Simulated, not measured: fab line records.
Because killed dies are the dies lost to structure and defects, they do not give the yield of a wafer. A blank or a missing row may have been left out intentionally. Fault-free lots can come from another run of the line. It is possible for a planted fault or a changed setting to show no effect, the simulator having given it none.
Chamber matching :: flow n5_finfet :: N5_BEOL_M8_ALD_77 on ald_metal-02 has 4 sister chambers
The step deposits TaN, target thk 2 nm, pulse time 2 s, purge time 3 s. 4 wafers are shown with their chamber, then 9 later ones without.

WAFERS, EACH WITH ITS CHAMBER
wafer: L080.3
chamber: 3
heater_power_w (W): 468

wafer: L083.3
chamber: 2
heater_power_w (W): 383

wafer: L089.4
chamber: 1
heater_power_w (W): 450

wafer: L089.6
chamber: 0
heater_power_w (W): 350

WAFERS WITHOUT THEIR CHAMBER
wafer: L091.4
heater_power_w (W): 351

wafer: L091.5
heater_power_w (W): 465

wafer: L091.6
heater_power_w (W): 466

wafer: L092.1
heater_power_w (W): 382

wafer: L092.2
heater_power_w (W): 461

wafer: L092.4
heater_power_w (W): 463

wafer: L095.2
heater_power_w (W): 357

wafer: L095.4
heater_power_w (W): 361

wafer: L095.5
heater_power_w (W): 441

WHICH CHAMBER EACH ONE RAN IN
wafer: L091.4
from the rows above: 0
in truth: 0

wafer: L091.5
from the rows above: can't be placed: 3 or 1
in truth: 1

wafer: L091.6
from the rows above: 3
in truth: 3

wafer: L092.1
from the rows above: 2
in truth: 2

wafer: L092.2
from the rows above: can't be placed: 3 or 1
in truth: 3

wafer: L092.4
from the rows above: can't be placed: 3 or 1
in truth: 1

wafer: L095.2
from the rows above: 0
in truth: 0

wafer: L095.4
from the rows above: can't be placed: 0 or 2
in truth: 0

wafer: L095.5
from the rows above: 1
in truth: 1
5 of 9 placed correctly. From these rows, 4 cannot be placed; in 4 the true chamber is one of the candidates. Wrongly placed: 0.
How it was worked out, from the rows above alone: a wafer's distance from a chamber is the root of the sum, over the readings, of the square of ((its reading less the chamber's mean) divided by the reading's scatter). The wafer belongs to the nearest chamber; if the next one is less than 2 further off, it can't be placed. The mean given for a chamber averages the wafers shown for that chamber. The scatter: with one shown wafer a chamber, the root of the mean of the squares of how far each hidden wafer lies from its nearest shown one.
